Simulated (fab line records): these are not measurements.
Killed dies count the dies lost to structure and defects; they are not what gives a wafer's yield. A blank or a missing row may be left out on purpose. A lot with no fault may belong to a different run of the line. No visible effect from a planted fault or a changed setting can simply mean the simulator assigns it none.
Split-lot study	flow n5-finfet	21 wafers read from 7 lots, route of 1938 steps

## ABOUT THE SPLIT
At N5_BEOL_M9_DESCUM_16 (chemistry O2, time 7.9 s), the setting time-s was moved away from the recipe's 7.9 s on 8 of the 21 wafers read, by -21.3% to +12.7%. All remaining wafers had this setting at the recipe value.

Split to reading: the file shows no intervening step.

## THE READING
CAR-ArF_of_BEOL_M9_COAT_05.thk-nm (the simulator's own value, which no gauge read), in nm, at N5_BEOL_M9_ETCH_61 (etches SiARC in CF4, target depth 39 nm, time 65 s). No usual value for it is given in the file. The 13 wafers here that ran the recipe average 55.3 nm, standard deviation 0.23 nm.

wafer	tool, chamber at the split	time-s as run, s	against the recipe	CAR-ArF_of_BEOL_M9_COAT_05.thk-nm, nm	against lot-mates on the recipe
L074.1	rie-diel-03, 0	8.673	+9.8%	55	-0.2
L074.3	rie-diel-03, 3	7.9	recipe	55.2	-
L074.5	rie-diel-03, 3	7.9	recipe	55.2	-
L077.1	rie-diel-05, 2	7.9	recipe	54.8	-
L077.3	rie-diel-05, 3	7.9	recipe	55.4	-
L077.6	rie-diel-05, 2	7.9	recipe	55	-
L079.1	rie-diel-05, 1	7.9	recipe	55.4	-
L079.3	rie-diel-05, 2	7.9	recipe	55.6	-
L079.6	rie-diel-05, 2	7.9	recipe	55.6	-
L083.1	rie-diel-03, 0	8.9	+12.7%	54.8	-0.5
L083.5	rie-diel-03, 2	7.9	recipe	55.4	-
L083.6	rie-diel-03, 1	7.9	recipe	55.2	-
L086.1	rie-diel-05, 3	7.9	recipe	55.4	-
L086.2	rie-diel-05, 1,2	6.252	-20.9%	56.2	+0.8
L086.3	rie-diel-05, 1,2	6.252	-20.9%	56.2	+0.8
L087.1	rie-diel-02, 1	7.9	recipe	55.4	-
L087.5	rie-diel-02, 3,2	8.768	+11.0%	54.8	-0.6
L087.6	rie-diel-02, 3,2	8.768	+11.0%	55	-0.4
L095.1	rie-diel-02, 3	7.9	recipe	55.6	-
L095.3	rie-diel-02, 1,2	6.215	-21.3%	56.2	+0.6
L095.4	rie-diel-02, 1,2	6.215	-21.3%	56.2	+0.6
If several chambers appear in one row, that row covers several wafers at once and the file leaves open which wafer was in which chamber.

THE FIT
A straight line over all 21 wafers: CAR-ArF_of_BEOL_M9_COAT_05.thk-nm changes by -0.0407 nm for each +1% of time-s; r = -0.91; the points scatter about the line by 0.19 nm.
The same after taking each lot's own level away (the mean of its wafers on the recipe; 21 wafers): -0.0346 nm for each +1%; r = -0.94; scatter 0.14 nm.
That fit puts the effect of the largest move of time-s on the reading at 0.74 nm.
Measured against the standard deviation above, the lots' own levels, which go from 55.07 to 55.60 nm, span 2.3 times it.
Thus the slope moves with the lot-to-lot level: the two fits are different.
Check: for one of the wafers moved furthest among these (-21.3%), held out of the fit, the line's prediction against its lot-mates is +0.759 nm. Against them it came out at +0.6 nm.

## THE OTHER SPLITS THESE WAFERS WENT THROUGH
Other splits were also applied to these wafers ahead of the reading. Each is held against what the fit with the lots' levels taken away leaves over:
other split on the same wafers	wafers away from the commonest value	r with CAR-ArF_of_BEOL_M9_COAT_05.thk-nm (lot level and that fit taken away)
N5_BEOL_M7_COAT_05 spin-rpm	9	-0.26
N5_BEOL_M7_EXPOSE_08 dose-mj	2	+0.27

## THE WHOLE CHAIN: every reading that the file lists as answering this split, in the file's order
step	what it does	reading	change (the file's fit)	r (the file's)
N5_BEOL_M9_DESCUM_16	chemistry O2, time 7.9 s	CAR-ArF_of_BEOL_M9_COAT_05.thk-nm (the simulator's own value, which no gauge read)	-0.0376 nm for each +1% of the setting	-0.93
N5_BEOL_M9_ETCH_61	etches SiARC in CF4, target depth 39 nm, time 65 s	CAR-ArF_of_BEOL_M9_COAT_05.thk-nm (the simulator's own value, which no gauge read)	-0.0342 nm for each +1% of the setting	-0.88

## THE FILE'S OWN FIT
CAR-ArF_of_BEOL_M9_COAT_05.thk-nm changes by -0.0342 nm for each +1% of time-s, r = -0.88.
